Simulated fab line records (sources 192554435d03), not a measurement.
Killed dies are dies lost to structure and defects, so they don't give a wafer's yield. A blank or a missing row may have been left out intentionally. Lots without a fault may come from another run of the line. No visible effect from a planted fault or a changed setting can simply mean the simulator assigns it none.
Split-lot trial :: flow n5-finfet :: 7 lots, 21 wafers read, on a route of 1938 steps

THE SPLIT ITSELF
At N5_MOL_CONTACT_COAG_CVD_140 (deposits W, target thk 66.5 nm, time 215 s), the setting target-thk-a was moved away from the recipe's 665 angstrom on 6 of the 21 wafers read, by -12.0% to +9.3%. For the rest of the wafers, this setting stayed at what the recipe calls for.

Reading taken at the split's own step.

THE READING
W_of_MOL_CONTACT_COAG_CVD_140.thk-nm (the simulator's own value, which no gauge read), in nm, at N5_MOL_CONTACT_COAG_CVD_140 (deposits W, target thk 66.5 nm, time 215 s). There is no usual value for it anywhere in the file. Across the 15 wafers here that went through the recipe, the average is 66.6 nm and the standard deviation 0.57 nm.

wafer: L076.1
tool, chamber at the split: cvd-w-02, 1
target-thk-a as run, angstrom: 726.7
against the recipe: +9.3%
W_of_MOL_CONTACT_COAG_CVD_140.thk-nm, nm: 72.2
against lot-mates on the recipe: +6.0

wafer: L076.2
tool, chamber at the split: cvd-w-02, 0
target-thk-a as run, angstrom: 665
against the recipe: recipe
W_of_MOL_CONTACT_COAG_CVD_140.thk-nm, nm: 66.2
against lot-mates on the recipe: -

wafer: L076.5
tool, chamber at the split: cvd-w-02, 1
target-thk-a as run, angstrom: 726.7
against the recipe: +9.3%
W_of_MOL_CONTACT_COAG_CVD_140.thk-nm, nm: 72.6
against lot-mates on the recipe: +6.4

wafer: L080.1
tool, chamber at the split: cvd-w-02, 0
target-thk-a as run, angstrom: 665
against the recipe: recipe
W_of_MOL_CONTACT_COAG_CVD_140.thk-nm, nm: 67.8
against lot-mates on the recipe: -

wafer: L080.3
tool, chamber at the split: cvd-w-02, 1
target-thk-a as run, angstrom: 665
against the recipe: recipe
W_of_MOL_CONTACT_COAG_CVD_140.thk-nm, nm: 67.4
against lot-mates on the recipe: -

wafer: L080.6
tool, chamber at the split: cvd-w-02, 1
target-thk-a as run, angstrom: 665
against the recipe: recipe
W_of_MOL_CONTACT_COAG_CVD_140.thk-nm, nm: 66.8
against lot-mates on the recipe: -

wafer: L089.3
tool, chamber at the split: cvd-w-02, 1
target-thk-a as run, angstrom: 716.4
against the recipe: +7.7%
W_of_MOL_CONTACT_COAG_CVD_140.thk-nm, nm: 71.4
against lot-mates on the recipe: +4.6

wafer: L089.4
tool, chamber at the split: cvd-w-02, 0
target-thk-a as run, angstrom: 716.4
against the recipe: +7.7%
W_of_MOL_CONTACT_COAG_CVD_140.thk-nm, nm: 72.4
against lot-mates on the recipe: +5.6

wafer: L089.5
tool, chamber at the split: cvd-w-02, 0
target-thk-a as run, angstrom: 665
against the recipe: recipe
W_of_MOL_CONTACT_COAG_CVD_140.thk-nm, nm: 66.8
against lot-mates on the recipe: -

wafer: L091.2
tool, chamber at the split: cvd-w-02, 0
target-thk-a as run, angstrom: 665
against the recipe: recipe
W_of_MOL_CONTACT_COAG_CVD_140.thk-nm, nm: 65.6
against lot-mates on the recipe: -

wafer: L091.4
tool, chamber at the split: cvd-w-02, 1
target-thk-a as run, angstrom: 665
against the recipe: recipe
W_of_MOL_CONTACT_COAG_CVD_140.thk-nm, nm: 66.8
against lot-mates on the recipe: -

wafer: L091.6
tool, chamber at the split: cvd-w-02, 0
target-thk-a as run, angstrom: 585.1
against the recipe: -12.0%
W_of_MOL_CONTACT_COAG_CVD_140.thk-nm, nm: 57.6
against lot-mates on the recipe: -8.6

wafer: L094.1
tool, chamber at the split: cvd-w-01, 1
target-thk-a as run, angstrom: 665
against the recipe: recipe
W_of_MOL_CONTACT_COAG_CVD_140.thk-nm, nm: 66.2
against lot-mates on the recipe: -

wafer: L094.2
tool, chamber at the split: cvd-w-01, 0
target-thk-a as run, angstrom: 665
against the recipe: recipe
W_of_MOL_CONTACT_COAG_CVD_140.thk-nm, nm: 67
against lot-mates on the recipe: -

wafer: L094.5
tool, chamber at the split: cvd-w-01, 0
target-thk-a as run, angstrom: 665
against the recipe: recipe
W_of_MOL_CONTACT_COAG_CVD_140.thk-nm, nm: 66.8
against lot-mates on the recipe: -

wafer: L095.2
tool, chamber at the split: cvd-w-01, 0
target-thk-a as run, angstrom: 665
against the recipe: recipe
W_of_MOL_CONTACT_COAG_CVD_140.thk-nm, nm: 66.2
against lot-mates on the recipe: -

wafer: L095.3
tool, chamber at the split: cvd-w-01, 1
target-thk-a as run, angstrom: 665
against the recipe: recipe
W_of_MOL_CONTACT_COAG_CVD_140.thk-nm, nm: 65.8
against lot-mates on the recipe: -

wafer: L095.6
tool, chamber at the split: cvd-w-01, 0
target-thk-a as run, angstrom: 665
against the recipe: recipe
W_of_MOL_CONTACT_COAG_CVD_140.thk-nm, nm: 66
against lot-mates on the recipe: -

wafer: L096.2
tool, chamber at the split: cvd-w-01, 1
target-thk-a as run, angstrom: 688.3
against the recipe: +3.5%
W_of_MOL_CONTACT_COAG_CVD_140.thk-nm, nm: 68.8
against lot-mates on the recipe: +2.3

wafer: L096.4
tool, chamber at the split: cvd-w-01, 0
target-thk-a as run, angstrom: 665
against the recipe: recipe
W_of_MOL_CONTACT_COAG_CVD_140.thk-nm, nm: 66.6
against lot-mates on the recipe: -

wafer: L096.6
tool, chamber at the split: cvd-w-01, 1
target-thk-a as run, angstrom: 665
against the recipe: recipe
W_of_MOL_CONTACT_COAG_CVD_140.thk-nm, nm: 66.4
against lot-mates on the recipe: -

FIT RESULTS
A straight line over all 21 wafers: W_of_MOL_CONTACT_COAG_CVD_140.thk-nm changes by +0.689 nm for each +1% of target-thk-a; r = +0.98; the points scatter about the line by 0.58 nm.
The same after taking each lot's own level away (the mean of its wafers on the recipe; 21 wafers): +0.684 nm for each +1%; r = +0.99; scatter 0.36 nm.
The reading moves by 8.2 nm for the largest change in target-thk-a, on that fit.
Across the lots, their own levels run from 66.00 to 67.33 nm, a range of 2.3 times the standard deviation given above.
Hence the lot-to-lot level has little effect on the slope; both slopes agree.
Check: for one of the wafers moved furthest among these (-12.0%), held out of the fit, the line's prediction against its lot-mates is -7.99 nm. Against them it came out at -8.6 nm.

ADDITIONAL SPLITS CARRIED BY THESE WAFERS
Note: prior to the reading, these wafers also went through further splits. Each is held against what the fit with the lots' levels taken away leaves over:
other split on the same wafers: N5_MOL_CONTACT_COAG_ETCH_124 source-w
wafers away from the commonest value: 10
r with W_of_MOL_CONTACT_COAG_CVD_140.thk-nm (lot level and that fit taken away): -0.10

THE FILE'S OWN FIT
W_of_MOL_CONTACT_COAG_CVD_140.thk-nm changes by +0.689 nm for each +1% of target-thk-a, r = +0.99.
